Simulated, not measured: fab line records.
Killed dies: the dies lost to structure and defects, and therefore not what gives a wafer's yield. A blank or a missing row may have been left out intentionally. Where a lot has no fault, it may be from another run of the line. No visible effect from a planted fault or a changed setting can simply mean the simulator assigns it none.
Matching of chambers | flow n5Finfet | N5_BEOL_M1_CO_CAP_55 on cvdCo-02 has 3 sister chambers
The step material Co, precursor CCTBA/H2, target thk 2 nm, time 102.1 s. 6 wafers are shown with their chamber, then 12 later ones without.

## WAFERS, EACH WITH ITS CHAMBER
wafer  | chamber | heaterPowerW (W) | chamberPressureTorr (Torr)
L087.5 | 2       | 207              | 30.13
L088.1 | 0       | 257              | 30.06
L088.5 | 1       | 244              | 29.94
L089.1 | 0       | 264              | 30.01
L089.5 | 1       | 247              | 29.92
L089.6 | 2       | 208              | 30.08

## WAFERS WITH NO CHAMBER GIVEN
wafer  | heaterPowerW (W) | chamberPressureTorr (Torr)
L092.1 | 247              | 30.03
L092.3 | 255              | 30.02
L092.4 | 213              | 29.96
L095.2 | 237              | 30.05
L095.3 | 252              | 29.98
L095.5 | 203              | 29.99
L096.2 | 255              | 30.06
L096.4 | 264              | 29.96
L096.5 | 240              | 29.92
L097.1 | 259              | 29.91
L097.3 | 208              | 29.98
L097.5 | 207              | 30.09

## EACH ONE'S CHAMBER
wafer  | from the rows above     | in truth
L092.1 | can't be placed: 1 or 0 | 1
L092.3 | 0                       | 0
L092.4 | 2                       | 2
L095.2 | 1                       | 1
L095.3 | can't be placed: 1 or 0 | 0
L095.5 | 2                       | 2
L096.2 | 0                       | 0
L096.4 | 0                       | 0
L096.5 | 1                       | 1
L097.1 | can't be placed: 0 or 1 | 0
L097.3 | 2                       | 2
L097.5 | 2                       | 2
Placed correctly: 9 of 12. Can't be placed from these rows: 3 (the true chamber is among the candidates in 3). Wrongly placed: 0.
How it was worked out, from the rows above alone: a wafer's distance from a chamber is the root of the sum, over the readings, of the square of ((its reading less the chamber's mean) divided by the reading's scatter). If the next closest chamber is less than 2 further off than the closest, the wafer can't be placed; otherwise it belongs to the closest. Each chamber's mean is taken over the wafers shown for it. The scatter: take each reading less its chamber's mean, square it, sum over the shown wafers, divide by the number of wafers less the number of chambers, and take the root.
